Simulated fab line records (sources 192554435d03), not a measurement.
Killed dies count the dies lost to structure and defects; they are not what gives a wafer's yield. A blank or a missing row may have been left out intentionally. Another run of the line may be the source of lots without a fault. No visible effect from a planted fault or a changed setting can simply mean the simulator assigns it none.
fab line records || flow n5_finfet
record {"lots": 7, "wafers": 39}
route steps=1938 shown PMOS_HMC_CHANNEL_EPI@78 FIN_SAQP@120 DUMMY_GATE@246 MOL_CONTACT_COAG@541
start_h: start of the lot's first displayed wafer, in hours after the record's first day || wait_h: hours since the lot's step before || " unchanged from the row above || L1.1+2: a row that stands for several wafers || - no value present, or no start provided || * or withheld: withheld || < > ~ a bound
route shown NAME@n: names a module that has steps shown in the file, with the first one's number in the route || usual: average and standard deviation across the fault-free wafers || same: alike in all rows || chamber/n: place in a boat || sites: readings site by site || _std_site: the values' standard deviation || _edge_site: outer sites' mean less inner sites' || radius_mm: for every site, how far away it sits from the centre of the wafer || mask NAME#n: copy n || behind: the tool/chamber that last shaped the wafer || hold: why the lot went on hold/how many hours it stayed there/how the hold came to an end || device: which transistor (n, p or np) failed to switch || end of line: the tests these same wafers got at the end of their route || for a step that has no rows: nothing shown but its recipe || killed: dies that structure and defects cost at the first sort, which is not the same as the wafer's yield || map: a wafer's dies, x killed, . not, _ none there
set.NAME: the setting the step ran with; set.NAME@STEP: the setting that earlier step ran with || model.NAME: the simulator's own value behind a step, which no gauge read
lots run with intentionally changed settings; tables by step, rows by wafer
## steps
# step N5_PMOS_HMC_CHANNEL_EPI_EPI_20
# recipe {"material": "SiGe30", "mask_material": "SiO2", "pressure_torr": 20, "target_thk_a": 590, "temp_c": 600}
{"lot.wafer": "L074.1", "tool": "epi_rpcvd-02", "chamber": 0, "start_h": 18.66, "wait_h": 0.0, "set.temp_c": 600, "model.SiGe30_of_PMOS_HMC_CHANNEL_EPI_EPI_20.thk_nm": 60.11}
{"lot.wafer": "L074.2", "tool": "epi_rpcvd-02", "chamber": 0, "start_h": 18.66, "wait_h": 0.0, "set.temp_c": 594.2, "model.SiGe30_of_PMOS_HMC_CHANNEL_EPI_EPI_20.thk_nm": 53.17}
{"lot.wafer": "L074.3", "tool": "epi_rpcvd-02", "chamber": 0, "start_h": 18.66, "wait_h": 0.0, "set.temp_c": 600, "model.SiGe30_of_PMOS_HMC_CHANNEL_EPI_EPI_20.thk_nm": 58.79}
{"lot.wafer": "L074.4", "tool": "epi_rpcvd-02", "chamber": 0, "start_h": 18.66, "wait_h": 0.0, "set.temp_c": 594.2, "model.SiGe30_of_PMOS_HMC_CHANNEL_EPI_EPI_20.thk_nm": 53.43}
{"lot.wafer": "L074.5", "tool": "epi_rpcvd-02", "chamber": 0, "start_h": 18.66, "wait_h": 0.0, "set.temp_c": 600, "model.SiGe30_of_PMOS_HMC_CHANNEL_EPI_EPI_20.thk_nm": 59.81}
{"lot.wafer": "L074.6", "tool": "epi_rpcvd-02", "chamber": 0, "start_h": 18.66, "wait_h": 0.0, "set.temp_c": 594.2, "model.SiGe30_of_PMOS_HMC_CHANNEL_EPI_EPI_20.thk_nm": 53.77}
{"lot.wafer": "L075.1", "tool": "epi_rpcvd-02", "chamber": 0, "start_h": 24.04, "wait_h": 0.0, "set.temp_c": 603.9, "model.SiGe30_of_PMOS_HMC_CHANNEL_EPI_EPI_20.thk_nm": 63.42}
{"lot.wafer": "L075.2", "tool": "epi_rpcvd-02", "chamber": 0, "start_h": 24.04, "wait_h": 0.0, "set.temp_c": 600, "model.SiGe30_of_PMOS_HMC_CHANNEL_EPI_EPI_20.thk_nm": 59.14}
{"lot.wafer": "L075.3", "tool": "epi_rpcvd-02", "chamber": 0, "start_h": 24.04, "wait_h": 0.0, "set.temp_c": 600, "model.SiGe30_of_PMOS_HMC_CHANNEL_EPI_EPI_20.thk_nm": 59.65}
{"lot.wafer": "L075.4", "tool": "epi_rpcvd-02", "chamber": 0, "start_h": 24.04, "wait_h": 0.0, "set.temp_c": 600, "model.SiGe30_of_PMOS_HMC_CHANNEL_EPI_EPI_20.thk_nm": 59.09}
{"lot.wafer": "L075.5", "tool": "epi_rpcvd-02", "chamber": 0, "start_h": 24.04, "wait_h": 0.0, "set.temp_c": 603.9, "model.SiGe30_of_PMOS_HMC_CHANNEL_EPI_EPI_20.thk_nm": 63.59}
{"lot.wafer": "L075.6", "tool": "epi_rpcvd-02", "chamber": 0, "start_h": 24.04, "wait_h": 0.0, "set.temp_c": 603.9, "model.SiGe30_of_PMOS_HMC_CHANNEL_EPI_EPI_20.thk_nm": 63.96}
{"lot.wafer": "L083.1", "tool": "epi_rpcvd-02", "chamber": 0, "start_h": 72.16, "wait_h": 0.0, "set.temp_c": 600, "model.SiGe30_of_PMOS_HMC_CHANNEL_EPI_EPI_20.thk_nm": 60.13}
{"lot.wafer": "L083.2", "tool": "epi_rpcvd-02", "chamber": 0, "start_h": 72.16, "wait_h": 0.0, "set.temp_c": 600, "model.SiGe30_of_PMOS_HMC_CHANNEL_EPI_EPI_20.thk_nm": 60.3}
{"lot.wafer": "L083.3", "tool": "epi_rpcvd-02", "chamber": 0, "start_h": 72.16, "wait_h": 0.0, "set.temp_c": 604.4, "model.SiGe30_of_PMOS_HMC_CHANNEL_EPI_EPI_20.thk_nm": 65.47}
{"lot.wafer": "L083.4", "tool": "epi_rpcvd-02", "chamber": 0, "start_h": 72.16, "wait_h": 0.0, "set.temp_c": 604.4, "model.SiGe30_of_PMOS_HMC_CHANNEL_EPI_EPI_20.thk_nm": 65.88}
{"lot.wafer": "L083.5", "tool": "epi_rpcvd-02", "chamber": 0, "start_h": 72.16, "wait_h": 0.0, "set.temp_c": 600, "model.SiGe30_of_PMOS_HMC_CHANNEL_EPI_EPI_20.thk_nm": 59.99}
{"lot.wafer": "L083.6", "tool": "epi_rpcvd-02", "chamber": 0, "start_h": 72.16, "wait_h": 0.0, "set.temp_c": 604.4, "model.SiGe30_of_PMOS_HMC_CHANNEL_EPI_EPI_20.thk_nm": 65.58}
{"lot.wafer": "L085.4", "tool": "epi_rpcvd-02", "chamber": 0, "start_h": 85.80, "wait_h": 1.1, "set.temp_c": 600, "model.SiGe30_of_PMOS_HMC_CHANNEL_EPI_EPI_20.thk_nm": 58.7}
{"lot.wafer": "L085.5", "tool": "epi_rpcvd-02", "chamber": 0, "start_h": 85.80, "wait_h": 1.1, "set.temp_c": 600, "model.SiGe30_of_PMOS_HMC_CHANNEL_EPI_EPI_20.thk_nm": 58.98}
{"lot.wafer": "L085.6", "tool": "epi_rpcvd-02", "chamber": 0, "start_h": 85.80, "wait_h": 1.1, "set.temp_c": 600, "model.SiGe30_of_PMOS_HMC_CHANNEL_EPI_EPI_20.thk_nm": 58.78}
{"lot.wafer": "L088.1+4", "tool": "epi_rpcvd-02", "chamber": 0, "start_h": 102.94, "wait_h": 0.0, "set.temp_c": 600, "model.SiGe30_of_PMOS_HMC_CHANNEL_EPI_EPI_20.thk_nm": 58.28}
{"lot.wafer": "L088.2", "tool": "epi_rpcvd-02", "chamber": 0, "start_h": 102.94, "wait_h": 0.0, "set.temp_c": 600, "model.SiGe30_of_PMOS_HMC_CHANNEL_EPI_EPI_20.thk_nm": 58.72}
{"lot.wafer": "L088.3", "tool": "epi_rpcvd-02", "chamber": 0, "start_h": 102.94, "wait_h": 0.0, "set.temp_c": 600, "model.SiGe30_of_PMOS_HMC_CHANNEL_EPI_EPI_20.thk_nm": 58.67}
{"lot.wafer": "L088.5", "tool": "epi_rpcvd-02", "chamber": 0, "start_h": 102.94, "wait_h": 0.0, "set.temp_c": 600, "model.SiGe30_of_PMOS_HMC_CHANNEL_EPI_EPI_20.thk_nm": 58.23}
{"lot.wafer": "L088.6", "tool": "epi_rpcvd-02", "chamber": 0, "start_h": 102.94, "wait_h": 0.0, "set.temp_c": 600, "model.SiGe30_of_PMOS_HMC_CHANNEL_EPI_EPI_20.thk_nm": 58.38}
{"lot.wafer": "L089.1", "tool": "epi_rpcvd-04", "chamber": 0, "start_h": 108.30, "wait_h": 0.0, "set.temp_c": 600, "model.SiGe30_of_PMOS_HMC_CHANNEL_EPI_EPI_20.thk_nm": 59.65}
{"lot.wafer": "L089.2", "tool": "epi_rpcvd-04", "chamber": 0, "start_h": 108.30, "wait_h": 0.0, "set.temp_c": 605.6, "model.SiGe30_of_PMOS_HMC_CHANNEL_EPI_EPI_20.thk_nm": 66.3}
{"lot.wafer": "L089.3", "tool": "epi_rpcvd-04", "chamber": 0, "start_h": 108.30, "wait_h": 0.0, "set.temp_c": 605.6, "model.SiGe30_of_PMOS_HMC_CHANNEL_EPI_EPI_20.thk_nm": 65.27}
{"lot.wafer": "L089.4", "tool": "epi_rpcvd-04", "chamber": 0, "start_h": 108.30, "wait_h": 0.0, "set.temp_c": 600, "model.SiGe30_of_PMOS_HMC_CHANNEL_EPI_EPI_20.thk_nm": 59.86}
{"lot.wafer": "L089.5", "tool": "epi_rpcvd-04", "chamber": 0, "start_h": 108.30, "wait_h": 0.0, "set.temp_c": 600, "model.SiGe30_of_PMOS_HMC_CHANNEL_EPI_EPI_20.thk_nm": 60.27}
{"lot.wafer": "L089.6", "tool": "epi_rpcvd-04", "chamber": 0, "start_h": 108.30, "wait_h": 0.0, "set.temp_c": 605.6, "model.SiGe30_of_PMOS_HMC_CHANNEL_EPI_EPI_20.thk_nm": 66.38}
{"lot.wafer": "L095.1", "tool": "epi_rpcvd-04", "chamber": 0, "start_h": 144.47, "wait_h": 0.0, "set.temp_c": 607.2, "model.SiGe30_of_PMOS_HMC_CHANNEL_EPI_EPI_20.thk_nm": 66.2}
{"lot.wafer": "L095.2", "tool": "epi_rpcvd-04", "chamber": 0, "start_h": 144.47, "wait_h": 0.0, "set.temp_c": 600, "model.SiGe30_of_PMOS_HMC_CHANNEL_EPI_EPI_20.thk_nm": 59.39}
{"lot.wafer": "L095.3", "tool": "epi_rpcvd-04", "chamber": 0, "start_h": 144.47, "wait_h": 0.0, "set.temp_c": 600, "model.SiGe30_of_PMOS_HMC_CHANNEL_EPI_EPI_20.thk_nm": 58.58}
{"lot.wafer": "L095.4", "tool": "epi_rpcvd-04", "chamber": 0, "start_h": 144.47, "wait_h": 0.0, "set.temp_c": 600, "model.SiGe30_of_PMOS_HMC_CHANNEL_EPI_EPI_20.thk_nm": 58.87}
{"lot.wafer": "L095.5", "tool": "epi_rpcvd-04", "chamber": 0, "start_h": 144.47, "wait_h": 0.0, "set.temp_c": 607.2, "model.SiGe30_of_PMOS_HMC_CHANNEL_EPI_EPI_20.thk_nm": 66.19}
{"lot.wafer": "L095.6", "tool": "epi_rpcvd-04", "chamber": 0, "start_h": 144.47, "wait_h": 0.0, "set.temp_c": 607.2, "model.SiGe30_of_PMOS_HMC_CHANNEL_EPI_EPI_20.thk_nm": 66.43}
# step N5_FIN_SAQP_MANDREL_ETCH_22
# recipe {"target_depth_a": 600, "chemistry": "HBr/Cl2", "target": "a-Si", "stop_on": "SiNx", "bt_time_s": 10, "over_etch_frac": 0.5, "time_s": 30, "pressure_mtorr": 10, "icp_w": 800, "bias_w": 75, "HBr_flow_sccm": 150, "Cl2_flow_sccm": 80, "ends": "end_point"}
{"lot.wafer": "L074.1", "tool": "rie_si-01", "chamber": 3, "start_h": 22.53, "wait_h": 0.0, "set.target_depth_a": 600, "model.SOC_of_FIN_SAQP_COAT_49.thk_nm": 76.53}
{"lot.wafer": "L074.2", "tool": "rie_si-01", "chamber": 1, "start_h": 22.53, "wait_h": 0.0, "set.target_depth_a": 600, "model.SOC_of_FIN_SAQP_COAT_49.thk_nm": 76.76}
{"lot.wafer": "L074.3", "tool": "rie_si-01", "chamber": 0, "start_h": 22.53, "wait_h": 0.0, "set.target_depth_a": 644.1, "model.SOC_of_FIN_SAQP_COAT_49.thk_nm": 74.53}
{"lot.wafer": "L074.4", "tool": "rie_si-01", "chamber": 2, "start_h": 22.53, "wait_h": 0.0, "set.target_depth_a": 644.1, "model.SOC_of_FIN_SAQP_COAT_49.thk_nm": 74.38}
{"lot.wafer": "L074.5", "tool": "rie_si-01", "chamber": 0, "start_h": 22.53, "wait_h": 0.0, "set.target_depth_a": 600, "model.SOC_of_FIN_SAQP_COAT_49.thk_nm": 76.38}
{"lot.wafer": "L074.6", "tool": "rie_si-01", "chamber": 3, "start_h": 22.53, "wait_h": 0.0, "set.target_depth_a": 644.1, "model.SOC_of_FIN_SAQP_COAT_49.thk_nm": 74.66}
{"lot.wafer": "L075.1", "tool": "rie_si-06", "chamber": 3, "start_h": 30.00, "wait_h": 0.0, "set.target_depth_a": 600, "model.SOC_of_FIN_SAQP_COAT_49.thk_nm": 76.4}
{"lot.wafer": "L075.2", "tool": "rie_si-06", "chamber": 1, "start_h": 30.00, "wait_h": 0.0, "set.target_depth_a": 600, "model.SOC_of_FIN_SAQP_COAT_49.thk_nm": 77.16}
{"lot.wafer": "L075.3", "tool": "rie_si-06", "chamber": 2, "start_h": 30.00, "wait_h": 0.0, "set.target_depth_a": 600, "model.SOC_of_FIN_SAQP_COAT_49.thk_nm": 76.6}
{"lot.wafer": "L075.4", "tool": "rie_si-06", "chamber": 0, "start_h": 30.00, "wait_h": 0.0, "set.target_depth_a": 600, "model.SOC_of_FIN_SAQP_COAT_49.thk_nm": 75.74}
{"lot.wafer": "L075.5", "tool": "rie_si-06", "chamber": 0, "start_h": 30.00, "wait_h": 0.0, "set.target_depth_a": 600, "model.SOC_of_FIN_SAQP_COAT_49.thk_nm": 75.75}
{"lot.wafer": "L075.6", "tool": "rie_si-06", "chamber": 3, "start_h": 30.00, "wait_h": 0.0, "set.target_depth_a": 600, "model.SOC_of_FIN_SAQP_COAT_49.thk_nm": 76.44}
{"lot.wafer": "L083.1", "tool": "rie_si-02", "chamber": 2, "start_h": 76.59, "wait_h": 0.0, "set.target_depth_a": 600, "model.SOC_of_FIN_SAQP_COAT_49.thk_nm": 76.04}
{"lot.wafer": "L083.2", "tool": "rie_si-02", "chamber": 3, "start_h": 76.59, "wait_h": 0.0, "set.target_depth_a": 536.8, "model.SOC_of_FIN_SAQP_COAT_49.thk_nm": 78.24}
{"lot.wafer": "L083.3", "tool": "rie_si-02", "chamber": 0, "start_h": 76.59, "wait_h": 0.0, "set.target_depth_a": 600, "model.SOC_of_FIN_SAQP_COAT_49.thk_nm": 75.83}
{"lot.wafer": "L083.4", "tool": "rie_si-02", "chamber": 1, "start_h": 76.59, "wait_h": 0.0, "set.target_depth_a": 536.8, "model.SOC_of_FIN_SAQP_COAT_49.thk_nm": 78.42}
{"lot.wafer": "L083.5", "tool": "rie_si-02", "chamber": 2, "start_h": 76.59, "wait_h": 0.0, "set.target_depth_a": 600, "model.SOC_of_FIN_SAQP_COAT_49.thk_nm": 76.67}
{"lot.wafer": "L083.6", "tool": "rie_si-02", "chamber": 1, "start_h": 76.59, "wait_h": 0.0, "set.target_depth_a": 536.8, "model.SOC_of_FIN_SAQP_COAT_49.thk_nm": 78.32}
{"lot.wafer": "L085.4", "tool": "rie_si-02", "chamber": 2, "start_h": 90.55, "wait_h": 0.0, "set.target_depth_a": 600, "model.SOC_of_FIN_SAQP_COAT_49.thk_nm": 76.64}
{"lot.wafer": "L085.5", "tool": "rie_si-02", "chamber": 2, "start_h": 90.55, "wait_h": 0.0, "set.target_depth_a": 600, "model.SOC_of_FIN_SAQP_COAT_49.thk_nm": 76.35}
{"lot.wafer": "L085.6", "tool": "rie_si-02", "chamber": 3, "start_h": 90.55, "wait_h": 0.0, "set.target_depth_a": 600, "model.SOC_of_FIN_SAQP_COAT_49.thk_nm": 76.1}
{"lot.wafer": "L088.1", "tool": "rie_si-01", "chamber": 2, "start_h": 108.55, "wait_h": 0.0, "set.target_depth_a": 549.4, "model.SOC_of_FIN_SAQP_COAT_49.thk_nm": 77.01}
{"lot.wafer": "L088.2", "tool": "rie_si-01", "chamber": 0, "start_h": 108.55, "wait_h": 0.0, "set.target_depth_a": 600, "model.SOC_of_FIN_SAQP_COAT_49.thk_nm": 75.74}
{"lot.wafer": "L088.3", "tool": "rie_si-01", "chamber": 1, "start_h": 108.55, "wait_h": 0.0, "set.target_depth_a": 549.4, "model.SOC_of_FIN_SAQP_COAT_49.thk_nm": 78.48}
{"lot.wafer": "L088.4", "tool": "rie_si-01", "chamber": 3, "start_h": 108.55, "wait_h": 0.0, "set.target_depth_a": 600, "model.SOC_of_FIN_SAQP_COAT_49.thk_nm": 75.72}
{"lot.wafer": "L088.5", "tool": "rie_si-01", "chamber": 2, "start_h": 108.55, "wait_h": 0.0, "set.target_depth_a": 600, "model.SOC_of_FIN_SAQP_COAT_49.thk_nm": 75.51}
{"lot.wafer": "L088.6", "tool": "rie_si-01", "chamber": 3, "start_h": 108.55, "wait_h": 0.0, "set.target_depth_a": 549.4, "model.SOC_of_FIN_SAQP_COAT_49.thk_nm": 77.91}
{"lot.wafer": "L089.1", "tool": "rie_si-01", "chamber": 0, "start_h": 112.20, "wait_h": 0.0, "set.target_depth_a": 570.6, "model.SOC_of_FIN_SAQP_COAT_49.thk_nm": 77.11}
{"lot.wafer": "L089.2", "tool": "rie_si-01", "chamber": 1, "start_h": 112.20, "wait_h": 0.0, "set.target_depth_a": 600, "model.SOC_of_FIN_SAQP_COAT_49.thk_nm": 75.97}
{"lot.wafer": "L089.3", "tool": "rie_si-01", "chamber": 2, "start_h": 112.20, "wait_h": 0.0, "set.target_depth_a": 600, "model.SOC_of_FIN_SAQP_COAT_49.thk_nm": 75.4}
{"lot.wafer": "L089.4", "tool": "rie_si-01", "chamber": 3, "start_h": 112.20, "wait_h": 0.0, "set.target_depth_a": 570.6, "model.SOC_of_FIN_SAQP_COAT_49.thk_nm": 76.89}
{"lot.wafer": "L089.5", "tool": "rie_si-01", "chamber": 1, "start_h": 112.20, "wait_h": 0.0, "set.target_depth_a": 600, "model.SOC_of_FIN_SAQP_COAT_49.thk_nm": 76.28}
{"lot.wafer": "L089.6", "tool": "rie_si-01", "chamber": 0, "start_h": 112.20, "wait_h": 0.0, "set.target_depth_a": 570.6, "model.SOC_of_FIN_SAQP_COAT_49.thk_nm": 77.08}
{"lot.wafer": "L095.1", "tool": "rie_si-02", "chamber": 2, "start_h": 148.20, "wait_h": 0.0, "set.target_depth_a": 600, "model.SOC_of_FIN_SAQP_COAT_49.thk_nm": 76.67}
{"lot.wafer": "L095.2", "tool": "rie_si-02", "chamber": 0, "start_h": 148.20, "wait_h": 0.0, "set.target_depth_a": 662, "model.SOC_of_FIN_SAQP_COAT_49.thk_nm": 73.22}
{"lot.wafer": "L095.3", "tool": "rie_si-02", "chamber": 3, "start_h": 148.20, "wait_h": 0.0, "set.target_depth_a": 662, "model.SOC_of_FIN_SAQP_COAT_49.thk_nm": 73.01}
{"lot.wafer": "L095.4", "tool": "rie_si-02", "chamber": 1, "start_h": 148.20, "wait_h": 0.0, "set.target_depth_a": 600, "model.SOC_of_FIN_SAQP_COAT_49.thk_nm": 76.48}
{"lot.wafer": "L095.5", "tool": "rie_si-02", "chamber": 1, "start_h": 148.20, "wait_h": 0.0, "set.target_depth_a": 662, "model.SOC_of_FIN_SAQP_COAT_49.thk_nm": 73.77}
{"lot.wafer": "L095.6", "tool": "rie_si-02", "chamber": 0, "start_h": 148.20, "wait_h": 0.0, "set.target_depth_a": 600, "model.SOC_of_FIN_SAQP_COAT_49.thk_nm": 75.83}
# step N5_DUMMY_GATE_ETCH_32
# recipe {"chemistry": "CF4", "target": "SiO2", "target_depth_a": 35, "time_s": 3.9, "ion_energy_ev": 350, "pressure_mtorr": 10, "icp_w": 800, "bias_w": 400, "cf4_flow_sccm": 80}
{"lot.wafer": "L074.1", "tool": "rie_si-05", "chamber": 1, "start_h": 48.07, "wait_h": 0.1, "set.time_s": 3.452, "model.etch.depth_nm": 3.04}
{"lot.wafer": "L074.2", "tool": "rie_si-05", "chamber": 3, "start_h": 48.07, "wait_h": 0.1, "set.time_s": 3.9, "model.etch.depth_nm": 3.482}
{"lot.wafer": "L074.3", "tool": "rie_si-05", "chamber": 0, "start_h": 48.07, "wait_h": 0.1, "set.time_s": 3.9, "model.etch.depth_nm": 3.473}
{"lot.wafer": "L074.4", "tool": "rie_si-05", "chamber": 2, "start_h": 48.07, "wait_h": 0.1, "set.time_s": 3.452, "model.etch.depth_nm": 3.037}
{"lot.wafer": "L074.5", "tool": "rie_si-05", "chamber": 3, "start_h": 48.07, "wait_h": 0.1, "set.time_s": 3.452, "model.etch.depth_nm": 3.099}
{"lot.wafer": "L074.6", "tool": "rie_si-05", "chamber": 0, "start_h": 48.07, "wait_h": 0.1, "set.time_s": 3.9, "model.etch.depth_nm": 3.466}
{"lot.wafer": "L075.1", "tool": "rie_si-04", "chamber": 2, "start_h": 56.53, "wait_h": 0.1, "set.time_s": 3.105, "model.etch.depth_nm": 2.805}
{"lot.wafer": "L075.2", "tool": "rie_si-04", "chamber": 1, "start_h": 56.53, "wait_h": 0.1, "set.time_s": 3.9, "model.etch.depth_nm": 3.461}
{"lot.wafer": "L075.3", "tool": "rie_si-04", "chamber": 3, "start_h": 56.53, "wait_h": 0.1, "set.time_s": 3.105, "model.etch.depth_nm": 2.873}
{"lot.wafer": "L075.4", "tool": "rie_si-04", "chamber": 0, "start_h": 56.53, "wait_h": 0.1, "set.time_s": 3.9, "model.etch.depth_nm": 3.525}
{"lot.wafer": "L075.5", "tool": "rie_si-04", "chamber": 0, "start_h": 56.53, "wait_h": 0.1, "set.time_s": 3.9, "model.etch.depth_nm": 3.502}
{"lot.wafer": "L075.6", "tool": "rie_si-04", "chamber": 1, "start_h": 56.53, "wait_h": 0.1, "set.time_s": 3.105, "model.etch.depth_nm": 2.753}
{"lot.wafer": "L083.1", "tool": "rie_si-05", "chamber": 0, "start_h": 107.83, "wait_h": 0.1, "set.time_s": 4.661, "model.etch.depth_nm": 4.077}
{"lot.wafer": "L083.2", "tool": "rie_si-05", "chamber": 2, "start_h": 107.83, "wait_h": 0.1, "set.time_s": 3.9, "model.etch.depth_nm": 3.445}
{"lot.wafer": "L083.3", "tool": "rie_si-05", "chamber": 1, "start_h": 107.83, "wait_h": 0.1, "set.time_s": 3.9, "model.etch.depth_nm": 3.375}
{"lot.wafer": "L083.4", "tool": "rie_si-05", "chamber": 1, "start_h": 107.83, "wait_h": 0.1, "set.time_s": 3.9, "model.etch.depth_nm": 3.42}
{"lot.wafer": "L083.5", "tool": "rie_si-05", "chamber": 0, "start_h": 107.83, "wait_h": 0.1, "set.time_s": 4.661, "model.etch.depth_nm": 4.135}
{"lot.wafer": "L083.6", "tool": "rie_si-05", "chamber": 2, "start_h": 107.83, "wait_h": 0.1, "set.time_s": 4.661, "model.etch.depth_nm": 4.098}
{"lot.wafer": "L085.4", "tool": "rie_si-05", "chamber": 2, "start_h": 118.33, "wait_h": 0.1, "set.time_s": 3.9, "model.etch.depth_nm": 3.437}
{"lot.wafer": "L085.5", "tool": "rie_si-05", "chamber": 3, "start_h": 118.33, "wait_h": 0.1, "set.time_s": 3.9, "model.etch.depth_nm": 3.53}
{"lot.wafer": "L085.6", "tool": "rie_si-05", "chamber": 2, "start_h": 118.33, "wait_h": 0.1, "set.time_s": 3.9, "model.etch.depth_nm": 3.438}
{"lot.wafer": "L088.1", "tool": "rie_si-03", "chamber": 3, "start_h": 132.80, "wait_h": 0.1, "set.time_s": 4.651, "model.etch.depth_nm": 4.13}
{"lot.wafer": "L088.2", "tool": "rie_si-03", "chamber": 0, "start_h": 132.80, "wait_h": 0.1, "set.time_s": 3.9, "model.etch.depth_nm": 3.433}
{"lot.wafer": "L088.3", "tool": "rie_si-03", "chamber": 2, "start_h": 132.80, "wait_h": 0.1, "set.time_s": 3.9, "model.etch.depth_nm": 3.46}
{"lot.wafer": "L088.4", "tool": "rie_si-03", "chamber": 1, "start_h": 132.80, "wait_h": 0.1, "set.time_s": 4.651, "model.etch.depth_nm": 4.09}
{"lot.wafer": "L088.5", "tool": "rie_si-03", "chamber": 3, "start_h": 132.80, "wait_h": 0.1, "set.time_s": 3.9, "model.etch.depth_nm": 3.502}
{"lot.wafer": "L088.6", "tool": "rie_si-03", "chamber": 0, "start_h": 132.80, "wait_h": 0.1, "set.time_s": 4.651, "model.etch.depth_nm": 4.134}
{"lot.wafer": "L089.1", "tool": "rie_si-04", "chamber": 1, "start_h": 137.13, "wait_h": 0.1, "set.time_s": 3.9, "model.etch.depth_nm": 3.394}
{"lot.wafer": "L089.2", "tool": "rie_si-04", "chamber": 3, "start_h": 137.13, "wait_h": 0.1, "set.time_s": 3.311, "model.etch.depth_nm": 3.064}
{"lot.wafer": "L089.3", "tool": "rie_si-04", "chamber": 0, "start_h": 137.13, "wait_h": 0.1, "set.time_s": 3.9, "model.etch.depth_nm": 3.462}
{"lot.wafer": "L089.4", "tool": "rie_si-04", "chamber": 2, "start_h": 137.13, "wait_h": 0.1, "set.time_s": 3.311, "model.etch.depth_nm": 2.948}
{"lot.wafer": "L089.5", "tool": "rie_si-04", "chamber": 2, "start_h": 137.13, "wait_h": 0.1, "set.time_s": 3.311, "model.etch.depth_nm": 2.925}
{"lot.wafer": "L089.6", "tool": "rie_si-04", "chamber": 3, "start_h": 137.13, "wait_h": 0.1, "set.time_s": 3.9, "model.etch.depth_nm": 3.61}
{"lot.wafer": "L095.1", "tool": "rie_si-04", "chamber": 3, "start_h": 172.86, "wait_h": 0.1, "set.time_s": 3.9, "model.etch.depth_nm": 3.586}
{"lot.wafer": "L095.2", "tool": "rie_si-04", "chamber": 0, "start_h": 172.86, "wait_h": 0.1, "set.time_s": 3.9, "model.etch.depth_nm": 3.475}
{"lot.wafer": "L095.3", "tool": "rie_si-04", "chamber": 2, "start_h": 172.86, "wait_h": 0.1, "set.time_s": 4.756, "model.etch.depth_nm": 4.216}
{"lot.wafer": "L095.4", "tool": "rie_si-04", "chamber": 1, "start_h": 172.86, "wait_h": 0.1, "set.time_s": 4.756, "model.etch.depth_nm": 4.133}
{"lot.wafer": "L095.5", "tool": "rie_si-04", "chamber": 1, "start_h": 172.86, "wait_h": 0.1, "set.time_s": 3.9, "model.etch.depth_nm": 3.429}
{"lot.wafer": "L095.6", "tool": "rie_si-04", "chamber": 2, "start_h": 172.86, "wait_h": 0.1, "set.time_s": 4.756, "model.etch.depth_nm": 4.241}
# step N5_MOL_CONTACT_COAG_IMPLANT_129
# recipe {"species": "Ge", "energy_kev": 3, "dose_cm2": 6e+14, "tilt_deg": 0, "rotation_deg": 0}
{"lot.wafer": "L074.1+5+6", "tool": "implanter-01", "chamber": 0, "start_h": 88.40, "wait_h": 0.0, "set.energy_kev": 3.412, "model.implant.rp_nm": 6.541, "model.implant.drp_nm": 2.311}
{"lot.wafer": "L074.2+3+4", "tool": "implanter-01", "chamber": 0, "start_h": 88.40, "wait_h": 0.0, "set.energy_kev": 3, "model.implant.rp_nm": 6.085, "model.implant.drp_nm": 2.134}
{"lot.wafer": "L075.1+3+5", "tool": "implanter-02", "chamber": 0, "start_h": 97.70, "wait_h": 0.0, "set.energy_kev": 2.115, "model.implant.rp_nm": 5.097, "model.implant.drp_nm": 1.72}
{"lot.wafer": "L075.2+4+6", "tool": "implanter-02", "chamber": 0, "start_h": 97.70, "wait_h": 0.0, "set.energy_kev": 3, "model.implant.rp_nm": 6.172, "model.implant.drp_nm": 2.134}
{"lot.wafer": "L083.1+3+6", "tool": "implanter-02", "chamber": 0, "start_h": 148.43, "wait_h": 0.0, "set.energy_kev": 3.306, "model.implant.rp_nm": 6.369, "model.implant.drp_nm": 2.266}
{"lot.wafer": "L083.2+4+5", "tool": "implanter-02", "chamber": 0, "start_h": 148.43, "wait_h": 0.0, "set.energy_kev": 3, "model.implant.rp_nm": 6.032, "model.implant.drp_nm": 2.134}
{"lot.wafer": "L085.4+5+6", "tool": "implanter-02", "chamber": 0, "start_h": 159.52, "wait_h": 0.2, "set.energy_kev": 3, "model.implant.rp_nm": 6.044, "model.implant.drp_nm": 2.134}
{"lot.wafer": "L088.1+2+3+4+5+6", "tool": "implanter-01", "chamber": 0, "start_h": 174.50, "wait_h": 0.0, "set.energy_kev": 3, "model.implant.rp_nm": 6.104, "model.implant.drp_nm": 2.134}
{"lot.wafer": "L089.1+3+5", "tool": "implanter-02", "chamber": 0, "start_h": 177.67, "wait_h": 0.0, "set.energy_kev": 3, "model.implant.rp_nm": 6.074, "model.implant.drp_nm": 2.134}
{"lot.wafer": "L089.2+4+6", "tool": "implanter-02", "chamber": 0, "start_h": 177.67, "wait_h": 0.0, "set.energy_kev": 2.469, "model.implant.rp_nm": 5.455, "model.implant.drp_nm": 1.892}
{"lot.wafer": "L095.1+2+6", "tool": "implanter-02", "chamber": 0, "start_h": 213.45, "wait_h": 0.0, "set.energy_kev": 3, "model.implant.rp_nm": 6.05, "model.implant.drp_nm": 2.134}
{"lot.wafer": "L095.3+4+5", "tool": "implanter-02", "chamber": 0, "start_h": 213.45, "wait_h": 0.0, "set.energy_kev": 2.34, "model.implant.rp_nm": 5.276, "model.implant.drp_nm": 1.83}
## key
split {"step": "N5_PMOS_HMC_CHANNEL_EPI_EPI_20", "setting": "temp_c", "stated": 600, "by": "wafer"}
response {"step": "N5_PMOS_HMC_CHANNEL_EPI_EPI_20", "reading": "model.SiGe30_of_PMOS_HMC_CHANNEL_EPI_EPI_20.thk_nm", "change": "+6.47", "per": "1%", "r": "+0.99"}
split {"step": "N5_FIN_SAQP_MANDREL_ETCH_22", "setting": "target_depth_a", "stated": 600, "by": "wafer"}
response {"step": "N5_FIN_SAQP_MANDREL_ETCH_22", "reading": "model.SOC_of_FIN_SAQP_COAT_49.thk_nm", "change": -0.251, "per": "1%", "r": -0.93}
split {"step": "N5_DUMMY_GATE_ETCH_32", "setting": "time_s", "stated": 3.9, "by": "wafer"}
response {"step": "N5_DUMMY_GATE_ETCH_32", "reading": "model.etch.depth_nm", "change": "+0.0338", "per": "1%", "r": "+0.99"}
split {"step": "N5_MOL_CONTACT_COAG_IMPLANT_129", "setting": "energy_kev", "stated": 3, "by": "wafer"}
response {"step": "N5_MOL_CONTACT_COAG_IMPLANT_129", "reading": "model.implant.rp_nm", "change": "+0.0354", "per": "1%", "r": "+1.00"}
response {"step": "N5_MOL_CONTACT_COAG_IMPLANT_129", "reading": "model.implant.drp_nm", "change": "+0.0138", "per": "1%", "r": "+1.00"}
